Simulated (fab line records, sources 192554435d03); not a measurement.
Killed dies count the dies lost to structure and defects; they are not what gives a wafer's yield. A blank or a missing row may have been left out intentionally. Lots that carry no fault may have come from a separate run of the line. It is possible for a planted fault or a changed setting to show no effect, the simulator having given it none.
Chamber matching | flow n5 finfet | rie diel-04 running N5_BEOL_M3_STRIP_66: 4 sister chambers
The step strips in CF4. 14 wafers are shown with their chamber, then 7 later ones without.

== WAFERS, EACH WITH ITS CHAMBER ==
wafer  | chamber | drypump motor current A (A) | showerhead plenum p Torr (Torr) | oes product au (a.u.)
L074.1 | 2       | 4.8                         | 1.68                            | 0.72
L074.5 | 1       | 5.6                         | 1.81                            | 0.79
L074.6 | 2       | 4.8                         | 1.68                            | 0.71
L075.2 | 1       | 5.6                         | 1.80                            | 0.78
L075.5 | 2       | 4.7                         | 1.68                            | 0.71
L075.6 | 3       | 6.4                         | 1.77                            | 0.75
L079.1 | 0       | 5.3                         | 1.82                            | 0.92
L079.3 | 3       | 6.4                         | 1.77                            | 0.75
L079.4 | 1       | 5.6                         | 1.80                            | 0.78
L082.2 | 1       | 5.7                         | 1.80                            | 0.78
L082.3 | 0       | 5.3                         | 1.82                            | 0.90
L082.6 | 3       | 6.4                         | 1.77                            | 0.74
L089.2 | 0       | 5.3                         | 1.81                            | 0.88
L089.3 | 3       | 6.4                         | 1.77                            | 0.72

SIGNATURES, as means of the wafers listed above
reading                  | chamber 0 | chamber 1 | chamber 2 | chamber 3 | scatter within a chamber
drypump motor current A  | 5.300     | 5.625     | 4.767     | 6.400     | 0.0376
showerhead plenum p Torr | 1.8167    | 1.8025    | 1.6800    | 1.7700    | 0.00376
oes product au           | 0.9000    | 0.7825    | 0.7133    | 0.7400    | 0.0124
Rule: distance of a wafer from a chamber = root of the sum over the readings of ((wafer's reading minus chamber's mean) / reading's scatter) squared. The wafer belongs to the nearest chamber; if the next one is less than 2 further off, it can't be placed. The scatter: take each reading less its chamber's mean, square it, sum over the shown wafers, divide by the number of wafers less the number of chambers, and take the root.

== WAFERS MISSING THEIR CHAMBER ==
wafer  | drypump motor current A (A) | showerhead plenum p Torr (Torr) | oes product au (a.u.)
L089.6 | 4.7                         | 1.68                            | 0.69
L094.2 | 6.4                         | 1.76                            | 0.71
L094.3 | 5.3                         | 1.81                            | 0.86
L094.5 | 4.7                         | 1.67                            | 0.69
L096.1 | 5.3                         | 1.81                            | 0.85
L096.3 | 5.6                         | 1.79                            | 0.74
L096.5 | 5.6                         | 1.79                            | 0.74

== WHICH CHAMBER EACH ONE RAN IN ==
wafer  | from the rows above | in truth
L089.6 | 2                   | 2
L094.2 | 3                   | 3
L094.3 | 0                   | 0
L094.5 | 2                   | 2
L096.1 | 0                   | 0
L096.3 | 1                   | 1
L096.5 | 1                   | 1
Placed correctly: 7 of 7. Left unplaced by these rows: 0. 0 placed wrongly.
